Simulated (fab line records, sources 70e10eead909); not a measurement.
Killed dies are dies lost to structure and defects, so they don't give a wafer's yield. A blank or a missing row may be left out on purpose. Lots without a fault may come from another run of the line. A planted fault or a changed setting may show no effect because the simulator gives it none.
Problem report in the 8D (eight disciplines) form, filled by code | flow nand_harc | the parts of the form that need people (team, actions taken, sign-off) are left out

1. THE PROBLEM
oes_product_au at NHARC_A_STAIRCASE_TRIM_24 reads a mean of 1.201 a.u. on 3 wafers of 3 lots; wafers without a fault read 1.003 a.u. with a standard deviation of 0.012. That is +17 standard deviations from the usual mean.
The step: chemistry O2, time 211.2 s.
First seen on wafer L638.6, day 18 23:01, on rie_diel-03. The record holds 45 wafers of 15 lots with a number at this step. Rule for "out", or "out of limits": more than 4 standard deviations from the usual mean. The other wafers with a number count as sound.

2. WHAT IT IS AND WHAT IT IS NOT
question                    | is                     | is not
which readings at this step | oes_product_au         | drypump_motor_current_A, o2_flow_sccm, rf_vpp_V, showerhead_plenum_p_Torr, throttle_valve_pct
which lots                  | L638, L639, L640       | L632, L633, L634, L635, L637, L646, L647, L648, L649, L652, L653, L654
which wafers of those lots  | L638.6, L639.6, L640.5 | L638.1, L638.2, L639.1, L639.2, L640.3, L640.4
read on which tools         | rie_diel-03            | rie_diel-01, rie_diel-07
when                        | from day 18 23:01      | up to then (17 sound wafers); but 25 sound wafers of L639, L640, L646, L647, L648, L649, L652, L653, L654 came after

3. SUSPECTS, AND WHAT RULES EACH OUT
Counting: a tool at a process step up to the reading stays a suspect if it ran every lot that is out. Sound lots after the first of them don't rule it out here, since some wafers of a struck lot are sound.
- rie_diel-03 at NHARC_A_STAIRCASE_TRIM_24 (chemistry O2, time 211.2 s): kept. It ran every lot that is out, first L638 (day 18 23:01); its last sound lot up to then is L637 (day 18 01:53). Its own readings are out on those wafers: oes_product_au.
Left after counting: rie_diel-03 at NHARC_A_STAIRCASE_TRIM_24.

4. THE CAUSE (what the simulator had put in)
Process parameter drift: rie_diel-03, from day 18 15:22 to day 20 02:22, at NHARC_A_STAIRCASE_TRIM_24. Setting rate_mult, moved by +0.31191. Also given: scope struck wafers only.
Counting left only this tool.

5. THE CHAIN OF EFFECTS, in route order
Each row: a reading whose mean over the struck wafers that have a number lies more than 3 standard deviations from the usual. Only readings for which the record gives a usual standard deviation are gone through. hours: the time from each lot's start at the first step in this table that gives one to its start at this step, as a median over the lots. sigmas: the change in usual standard deviations.
hours | step                      | reading        | usual      | on struck wafers | change | sigmas
0     | NHARC_A_STAIRCASE_TRIM_24 | oes_product_au | 1.003 a.u. | 1.201            | +0.198 | +17
The process steps in it:
- NHARC_A_STAIRCASE_TRIM_24: chemistry O2, time 211.2 s.

6. WHAT WOULD HAVE CAUGHT IT SOONER
In this record the first reading out of limits was taken at day 18 23:01, 8 hours after the fault began at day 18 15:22.
